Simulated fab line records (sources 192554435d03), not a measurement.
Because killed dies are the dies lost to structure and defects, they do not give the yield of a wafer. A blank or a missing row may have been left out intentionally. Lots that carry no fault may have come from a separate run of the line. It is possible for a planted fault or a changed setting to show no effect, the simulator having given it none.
Chamber matching ; flow n5 finfet ; N5_BEOL_M2_ALD_84 on ald metal-02: 4 sister chambers
The step deposits TaN, pulse time 2 s, purge time 3 s, co reactant purge time 2 s. 18 wafers are shown with their chamber, then 9 later ones without.

== WAFERS PAIRED WITH THEIR CHAMBERS ==
wafer;chamber;heater power w (W)
L074.3;2;382
L074.4;1;412
L074.6;3;427
L076.1;3;426
L076.2;0;411
L076.3;1;417
L076.4;2;384
L076.5;1;417
L076.6;2;380
L079.3;3;421
L079.4;1;416
L079.6;1;421
L083.4;0;422
L083.5;0;418
L083.6;1;415
L087.2;0;395
L087.3;2;384
L087.6;2;383

SIGNATURES, as means of the wafers listed above
reading;chamber 0;chamber 1;chamber 2;chamber 3;scatter within a chamber
heater power w;411.50;416.33;382.60;424.67;5.98
Rule: a wafer lies at a distance from a chamber equal to the root of the sum of squares, over the readings, of (its reading less the chamber's mean, divided by the reading's scatter). If the next closest chamber is less than 2 further off than the closest, the wafer can't be placed; otherwise it belongs to the closest. How the scatter is found: for the shown wafers, subtract from each reading the mean of its chamber, square and add these, divide the total by (wafers less chambers), then take the root.

== WAFERS WITH NO CHAMBER GIVEN ==
wafer;heater power w (W)
L091.1;413
L091.2;416
L091.3;382
L091.4;424
L091.5;418
L091.6;412
L096.4;387
L096.5;412
L096.6;390

== WHICH CHAMBER EACH WENT THROUGH ==
wafer;from the rows above;in truth
L091.1;can't be placed: 0 or 1 or 3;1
L091.2;can't be placed: 1 or 0 or 3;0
L091.3;2;2
L091.4;can't be placed: 3 or 1 or 0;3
L091.5;can't be placed: 1 or 0 or 3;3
L091.6;can't be placed: 0 or 1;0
L096.4;2;2
L096.5;can't be placed: 0 or 1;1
L096.6;2;2
3 of 9 placed correctly. Can't be placed from these rows: 6 (the true chamber is among the candidates in 6). Number placed wrongly: 0.
